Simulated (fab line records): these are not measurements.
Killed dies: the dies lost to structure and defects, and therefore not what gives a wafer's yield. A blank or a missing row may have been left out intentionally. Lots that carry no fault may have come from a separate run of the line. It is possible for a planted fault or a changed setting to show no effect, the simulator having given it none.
Comparing a struck lot with a sound one :: flow n5-finfet :: 37 out of 1938 route steps
Sound: wafers L646.2, L646.3, L646.5. Struck: wafer L638.5. (L638.2 of the same lot was not struck and is left out.) The cause comes at the end.
At each step with rows: each side's tool, then ch and its chambers, then its first start. Under that, the readings that differ: sound wafers :: struck wafers :: difference of the means :: sigmas: that difference in standard deviations of wafers without a fault.
alike: words and numbers the same on both sides, and readings whose means are apart by under 2 such deviations; not compared: readings that were withheld, readings missing a value for some wafer, numbers with overlapping values and no deviation given by the record, and bounds like >300 which may hide the same value.
The two part at a step that has a row with sigmas, a row that says differs or no value, or rows on one side only. Numbers that don't overlap but have no deviation are shown without sigmas and don't part them. Lack of a reading on every wafer of one side parts them only where that side has two or more wafers.

first, 9 steps without rows for these wafers: N5_BEOL_M4_ANNEAL_95 (time 240 s); N5_BEOL_M4_SPUTTER_96 (material Cu, target thk 4.5 nm, time 8.29 s); N5_BEOL_M4_ECD_50 (material Cu, target thk 300 nm); N5_BEOL_M4_ANNEAL_51 (time 90 s); N5_BEOL_M4_CMP_52 (polishes, stops on SiOC, t overpolish 6.8 s, target thk 40 nm); N5_BEOL_M4_PRE_CLEAN_60 (time 15 s); N5_BEOL_M4_CO_CAP_55 (material Co, precursor CCTBA/H2, target thk 2 nm, time 102.1 s); N5_BEOL_M4_PRE_CLEAN_56 (time 15 s); N5_BEOL_M4_DEP_57 (deposits SiCN from 3MS/NH3, target thk 8 nm, time 14 s).
N5_BEOL_M4_RC_MEAS_101:
  sound on prober-01 ch 0, day 13 16:20; struck on prober-01 ch 0, day 11 20:59
reading: DIBL_P (mV/V)
sound: 39.3 38.4 38.8
struck: 35.0
difference: -3.8
sigmas: -2

reading: ION_N (uA/um)
sound: 669 679 681
struck: 655
difference: -21
sigmas: -2

reading: ION_P (uA/um)
sound: 460 460 468
struck: 449
difference: -14
sigmas: -2
  alike: DIBL_N, IOFF_N, IOFF_P, SS_N, SS_P, VT_N, VT_P
N5_BEOL_M5_ILD_DEP_00: deposits SiCOH lowk from DEMS/porogen, target thk 140.64 nm, time 25.9 s.
  sound on pecvd-01 ch 0,2, day 13 17:09; struck on pecvd-04 ch 2, day 11 21:49
reading: model.SiCOH_lowk_of_BEOL_M5_ILD_DEP_00.thk-nm (nm)
sound: 139.2 140.4 143
struck: 223
difference: +82
sigmas: 
  alike: heater-power-w, showerhead-plenum-p-Torr, throttle-valve-pct
then, 1 step without rows for these wafers: N5_BEOL_M5_CURE_79 (cures SiCOH lowk, time 240 s).
N5_BEOL_M5_THK_MEAS_01:
  sound on film-metro-01, day 13 17:43; struck on film-metro-01, day 11 22:23
reading: M5_ILD_THK (nm)
sound: 119.8 120.8 123.0
struck: 192.7
difference: +71.5
sigmas: +48
then, 22 steps without rows for these wafers: N5_BEOL_M5_PECVD_70 (deposits SiO2 from TEOS/O2, target thk 16 nm, time 18 s); N5_BEOL_M5_HM_DEP_02 (deposits TiN, target thk 20 nm); N5_BEOL_M5_COAT_59 (time 60 s, resist thk 60 nm); N5_BEOL_M5_COAT_60 (time 60 s, resist thk 12 nm); N5_BEOL_M5_COAT_71 (time 60 s, resist thk 5 nm); N5_BEOL_M5_COAT_05 (resist thk 30 nm); N5_BEOL_M5_EBR_07; N5_BEOL_M5_SOFTBAKE_06 (time 60 s); N5_BEOL_M5_EXPOSE_08 (exposes mask M5, target cd 28 nm); N5_BEOL_M5_PEB_09 (peb time 60 s); N5_BEOL_M5_DEVELOP_10 (develop time 30 s); N5_BEOL_M5_DESCUM_16 (chemistry O2, time 7 s); N5_BEOL_M5_ETCH_72 (etches underlayer in N2/H2, target depth 6.5 nm, time 5.2 s); N5_BEOL_M5_ETCH_61 (etches SiARC in CF4, target depth 15.6 nm, time 26 s); N5_BEOL_M5_ETCH_62 (etches SOC in N2/H2, target depth 75 nm, overetch 15 nm, time 112.5 s); N5_BEOL_M5_STRIP_63 (strips in N2/H2); N5_BEOL_M5_STRIP_73 (strips in N2/H2); N5_BEOL_M5_STRIP_64 (strips in CF4); N5_BEOL_M5_HM_OPEN_17 (chemistry Cl2/BCl3, target TiN, target depth 20 nm, overetch 6 nm); N5_BEOL_M5_STRIP_19 (strips in O2); N5_BEOL_M5_COAT_65 (time 60 s, resist thk 60 nm); N5_BEOL_M5_COAT_66 (time 60 s, resist thk 12 nm).
N5_BEOL_M5_CMP_52: polishes, stops on SiCOH lowk, t overpolish 6.9 s, target thk 62 nm.
  sound on cmp-01 ch 0,1,3, day 14 04:31; struck on cmp-03 ch 0, day 12 07:56
reading: model.SiCOH_lowk_of_BEOL_M5_ILD_DEP_00.thk-nm (nm)
sound: 116.6 117.8 120
struck: 189.8
difference: +71.7
sigmas: 
  alike: motor-current-A
  not compared: pad-life-wafers
-- a jump in the record: the struck wafers' starts before and after are 4 days apart (it breaks off in module BEOL_M5 and resumes in module PASSIVATION, where the first step shown is number 1936 of the route) --
N5_PASSIVATION_PROBE_49:
  sound on prober-01, day 18 07:02; struck on prober-02, day 16 11:22
reading: defect-limited-yield (%)
sound: 91.7 91.2
struck: 0
difference: -91
sigmas: -61

reading: killed_at_M4_up
sound: 15 14
struck: 1061
difference: +1046
sigmas: +99 or more

reading: killed-at-front-end
sound: 40 30
struck: 58
difference: +23
sigmas: +2

reading: killed-dies
sound: 98 104
struck: 1180
difference: +1079
sigmas: +63

reading: killed-on-rim
sound: 14 18
struck: 152
difference: +136
sigmas: +31

reading: sort_bin_5_function (%)
sound: 4.7 5.2
struck: 95.5
difference: +90.5
sigmas: +96

reading: sort-n-pass
sound: 1082 1076
struck: 0
difference: -1079
sigmas: -63

reading: sort-yield-pct (%)
sound: 91.7 91.2
struck: 0
difference: -91
sigmas: -61
  alike: killed_at_M0_to_M3, killed-at-contacts, killed-at-other, killed-open, killed-short, sort_bin_6_memory

== WHERE THEY PART ==
At N5_BEOL_M4_RC_MEAS_101 first; at N5_PASSIVATION_PROBE_49 last (within this record only).

WHY: whatever the simulator had introduced
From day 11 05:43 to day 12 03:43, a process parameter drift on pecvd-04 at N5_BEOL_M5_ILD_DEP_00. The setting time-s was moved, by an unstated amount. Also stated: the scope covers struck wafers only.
